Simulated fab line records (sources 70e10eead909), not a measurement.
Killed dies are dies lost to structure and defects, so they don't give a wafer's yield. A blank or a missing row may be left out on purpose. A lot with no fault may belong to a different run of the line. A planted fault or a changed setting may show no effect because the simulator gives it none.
Matching of chambers -- flow nand-harc -- NHARC_A_M0_STRIP_18 on rie-diel-01: 4 sister chambers
The step strips in N2/H2. 14 wafers are shown with their chamber, then 7 later ones without.

EACH WAFER AND ITS CHAMBER
wafer,chamber,drypump-motor-current-A (A),rf-vpp-V (V),throttle-valve-pct (%)
L271.1,1,5.1,91.7,14.173
L271.2,3,4.7,90.6,14.193
L271.5,2,5.9,92.1,14.183
L273.2,2,5.9,92.0,14.189
L273.3,3,4.8,91.3,14.167
L273.4,2,5.9,92.4,14.158
L276.2,2,5.9,91.2,14.168
L276.5,3,4.8,89.6,14.158
L276.6,0,4.8,90.5,14.160
L280.1,2,5.9,91.7,14.172
L280.2,1,5.1,91.2,14.169
L280.4,3,4.8,90.3,14.170
L291.1,2,5.9,92.1,14.164
L291.3,0,4.8,89.5,14.157

SIGNATURES (means of the wafers above)
reading,chamber 0,chamber 1,chamber 2,chamber 3,scatter within a chamber
drypump-motor-current-A,4.800,5.100,5.900,4.775,0.0274
rf-vpp-V,90.000,91.450,91.917,90.450,0.546
throttle-valve-pct,14.15850,14.17100,14.17233,14.17200,0.0117
Rule: for each reading, subtract the chamber's mean from the wafer's reading, divide by that reading's scatter and square the result; add these up over the readings and take the root, which gives the wafer's distance from the chamber. If the next closest chamber is less than 2 further off than the closest, the wafer can't be placed; otherwise it belongs to the closest. The scatter: take each reading less its chamber's mean, square it, sum over the shown wafers, divide by the number of wafers less the number of chambers, and take the root.

WAFERS WITHOUT THEIR CHAMBER
wafer,drypump-motor-current-A (A),rf-vpp-V (V),throttle-valve-pct (%)
L291.6,5.1,91.1,14.166
L292.3,4.8,91.7,14.188
L292.4,4.7,88.7,14.173
L292.5,5.9,91.3,14.180
L294.3,4.8,90.0,14.166
L294.4,5.1,91.5,14.176
L294.6,4.8,90.1,14.157

CHAMBER TAKEN BY EACH
wafer,from the rows above,in truth
L291.6,1,1
L292.3,can't be placed: 3 or 0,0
L292.4,can't be placed: 3 or 0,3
L292.5,2,2
L294.3,can't be placed: 0 or 3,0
L294.4,1,1
L294.6,can't be placed: 0 or 3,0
Correctly placed: 3 of 7. These rows do not allow placing 4 (true chamber among the candidates in 4). 0 placed wrongly.
